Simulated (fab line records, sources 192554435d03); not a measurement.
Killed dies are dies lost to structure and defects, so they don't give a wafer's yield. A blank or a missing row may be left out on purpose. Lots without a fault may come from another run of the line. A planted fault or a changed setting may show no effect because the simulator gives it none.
Split-lot experiment | flow n5_finfet | 7 lots, 21 wafers read, on a route of 1938 steps

THE SPLIT
At N5_SD_EPI_N_EPI_21 (deposits Si:P, time 690 s), the setting temp_c was moved away from the recipe's 680 C on 8 of the 21 wafers read, by -0.6% to +0.3%. The other wafers ran this setting at the recipe's value.

FROM THE SPLIT TO THE READING: what the file shows between them, 9 steps
- N5_SD_EPI_N_PRECLEAN_24: cleans in O3/DIW, time 60 s
- N5_SD_EPI_N_SRD_25: time 30 s
- N5_SD_EPI_N_PRECLEAN_49: cleans in NF3:NH3, afs cycles 1, time 20 s, sublimation time 60 s
- N5_SD_EPI_P_EPI_21: deposits SiGe:B, time 355 s
- N5_SD_EPI_P_HM_STRIP_48: strips SiNx in H3PO4, material SiNx, target depth 3 nm
- N5_SD_EPI_P_SRD_49: time 30 s
- N5_SD_EPI_P_PRECLEAN_24: cleans in O3/DIW, time 45 s
- N5_SD_ACTIVATION_RTA_00: time 0 s
- N5_SD_ACTIVATION_LSA_01: time 0.0008 s

THE READING
RS_SD_N, in ohm/sq, at N5_SD_ACTIVATION_RS_MEAS_03 (measures by four-point-probe). Fault-free wafers of this fab line usually give 21.79 ohm/sq, standard deviation 0.27 ohm/sq.

wafer  | tool, chamber at the split | temp_c as run, C | against the recipe | RS_SD_N, ohm/sq | against lot-mates on the recipe
L074.1 | epi_rpcvd-03, 0            | 676.4            | -0.5%              | 23.41           | +1.27
L074.3 | epi_rpcvd-03, 0            | 680              | recipe             | 22.14           | -
L074.4 | epi_rpcvd-03, 0            | 676.4            | -0.5%              | 23.54           | +1.40
L076.1 | epi_rpcvd-03, 0            | 680              | recipe             | 21.65           | -
L076.3 | epi_rpcvd-03, 0            | 682              | +0.3%              | 21.11           | -0.54
L076.6 | epi_rpcvd-03, 0            | 682              | +0.3%              | 21.18           | -0.47
L077.1 | epi_rpcvd-01, 0            | 680              | recipe             | 22.08           | -
L077.4 | epi_rpcvd-01, 0            | 680              | recipe             | 21.67           | -
L077.5 | epi_rpcvd-01, 0            | 680              | recipe             | 21.86           | -
L086.1 | epi_rpcvd-01, 0            | 682.2            | +0.3%              | 20.82           | -0.91
L086.5 | epi_rpcvd-01, 0            | 680              | recipe             | 21.73           | -
L086.6 | epi_rpcvd-01, 0            | 682.2            | +0.3%              | 20.45           | -1.28
L088.1 | epi_rpcvd-04, 0            | 675.6            | -0.6%              | 24.13           | +2.22
L088.3 | epi_rpcvd-04, 0            | 675.6            | -0.6%              | 23.54           | +1.63
L088.6 | epi_rpcvd-04, 0            | 680              | recipe             | 21.91           | -
L094.1 | epi_rpcvd-03, 0            | 680              | recipe             | 21.96           | -
L094.4 | epi_rpcvd-03, 0            | 680              | recipe             | 21.56           | -
L094.5 | epi_rpcvd-03, 0            | 680              | recipe             | 21.66           | -
L096.1 | epi_rpcvd-04, 0            | 680              | recipe             | 21.66           | -
L096.3 | epi_rpcvd-04, 0            | 680              | recipe             | 21.69           | -
L096.6 | epi_rpcvd-04, 0            | 680              | recipe             | 21.79           | -

THE FIT
A straight line over all 21 wafers: RS_SD_N changes by -3.11 ohm/sq for each +1% of temp_c; r = -0.98; the points scatter about the line by 0.21 ohm/sq.
The same after taking each lot's own level away (the mean of its wafers on the recipe; 21 wafers): -2.75 ohm/sq for each +1%; r = -0.97; scatter 0.2 ohm/sq.
On that fit, the largest move of temp_c shifts the reading by 1.8 ohm/sq.
The lots' own levels span 21.650 to 22.140 ohm/sq, that is 1.8 times the standard deviation above.
So the lot-to-lot level changes the slope: the two fits differ.
Check: with one of the wafers moved furthest among these (-0.6%) left out of the fit, the line predicts +1.65 ohm/sq for it against its lot-mates. It came out at +2.22 ohm/sq against them.

THE WHOLE CHAIN: every reading that the file lists as answering this split, in the file's order
step                        | what it does                                           | reading                                                                         | change (the file's fit)              | r (the file's)
N5_SD_EPI_N_EPI_21          | deposits Si:P, time 690 s                              | Si-P_of_SD_EPI_N_EPI_21.thk_nm (the simulator's own value, which no gauge read) | +7.47 nm for each +1% of the setting | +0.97
N5_SD_EPI_N_PRECLEAN_24     | cleans in O3/DIW, time 60 s                            | Si-P_of_SD_EPI_N_EPI_21.thk_nm (the simulator's own value, which no gauge read) | +7.3 nm for each +1% of the setting  | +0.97
N5_SD_EPI_P_HM_STRIP_48     | strips SiNx in H3PO4, material SiNx, target depth 3 nm | Si-P_of_SD_EPI_N_EPI_21.thk_nm (the simulator's own value, which no gauge read) | +7.4 nm for each +1% of the setting  | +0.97
N5_SD_ACTIVATION_RS_MEAS_03 | measures by four-point-probe                           | RS_SD_N                                                                         | -2.76 for each +1% of the setting    | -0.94

THE FILE'S OWN FIT
RS_SD_N changes by -2.76 ohm/sq for each +1% of temp_c, r = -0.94.
